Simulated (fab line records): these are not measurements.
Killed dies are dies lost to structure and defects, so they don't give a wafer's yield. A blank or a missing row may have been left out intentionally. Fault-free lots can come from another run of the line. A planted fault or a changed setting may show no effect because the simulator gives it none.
Matching of chambers + flow nand-harc + 3 sister chambers for NHARC_P_M2_DEP_33 on pecvd-04
The step deposits SiCN, target thk 30 nm. 16 wafers are shown with their chamber, then 8 later ones without.

EACH WAFER AND ITS CHAMBER
| wafer  | chamber | showerhead-vpp-V (V) | heater-power-w (W) |
|--------|---------|----------------------|--------------------|
| L075.2 | 1       | 1260                 | 497                |
| L075.4 | 1       | 1286                 | 514                |
| L075.5 | 0       | 1320                 | 438                |
| L077.2 | 2       | 1397                 | 575                |
| L077.4 | 1       | 1300                 | 514                |
| L077.6 | 0       | 1290                 | 416                |
| L076.1 | 0       | 1301                 | 439                |
| L076.3 | 1       | 1276                 | 591                |
| L076.6 | 2       | 1390                 | 581                |
| L081.2 | 0       | 1324                 | 400                |
| L081.4 | 2       | 1407                 | 541                |
| L081.5 | 1       | 1280                 | 543                |
| L089.2 | 1       | 1291                 | 584                |
| L089.4 | 2       | 1398                 | 530                |
| L089.6 | 0       | 1299                 | 430                |
| L092.2 | 2       | 1397                 | 540                |

SIGNATURES, as means of the wafers listed above
| reading          | chamber 0 | chamber 1 | chamber 2 | scatter within a chamber |
|------------------|-----------|-----------|-----------|--------------------------|
| showerhead-vpp-V | 1306.80   | 1282.17   | 1397.80   | 12.2                     |
| heater-power-w   | 424.60    | 540.50    | 553.40    | 29                       |
Rule: for a wafer and a chamber, the distance is found by dividing, reading by reading, the gap between the wafer's reading and the chamber's mean by the reading's scatter, squaring, summing and taking the root. The wafer belongs to the nearest chamber; if the next one is less than 2 further off, it can't be placed. The scatter: the root of (the sum of the squares of (reading less its chamber's mean) over the shown wafers, divided by (wafers less chambers)).

WAFERS MISSING THEIR CHAMBER
| wafer  | showerhead-vpp-V (V) | heater-power-w (W) |
|--------|----------------------|--------------------|
| L092.4 | 1298                 | 395                |
| L092.5 | 1269                 | 577                |
| L094.1 | 1293                 | 616                |
| L094.3 | 1402                 | 576                |
| L094.5 | 1308                 | 422                |
| L096.1 | 1286                 | 506                |
| L096.5 | 1283                 | 502                |
| L096.6 | 1389                 | 603                |

WHICH CHAMBER EACH WENT THROUGH
| wafer  | from the rows above     | in truth |
|--------|-------------------------|----------|
| L092.4 | 0                       | 0        |
| L092.5 | 1                       | 1        |
| L094.1 | 1                       | 1        |
| L094.3 | 2                       | 2        |
| L094.5 | 0                       | 0        |
| L096.1 | 1                       | 1        |
| L096.5 | can't be placed: 1 or 0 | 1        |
| L096.6 | 2                       | 2        |
Correctly placed: 7 of 8. Not placeable from these rows: 1 (in 1, the candidates include the true chamber). Number placed wrongly: 0.
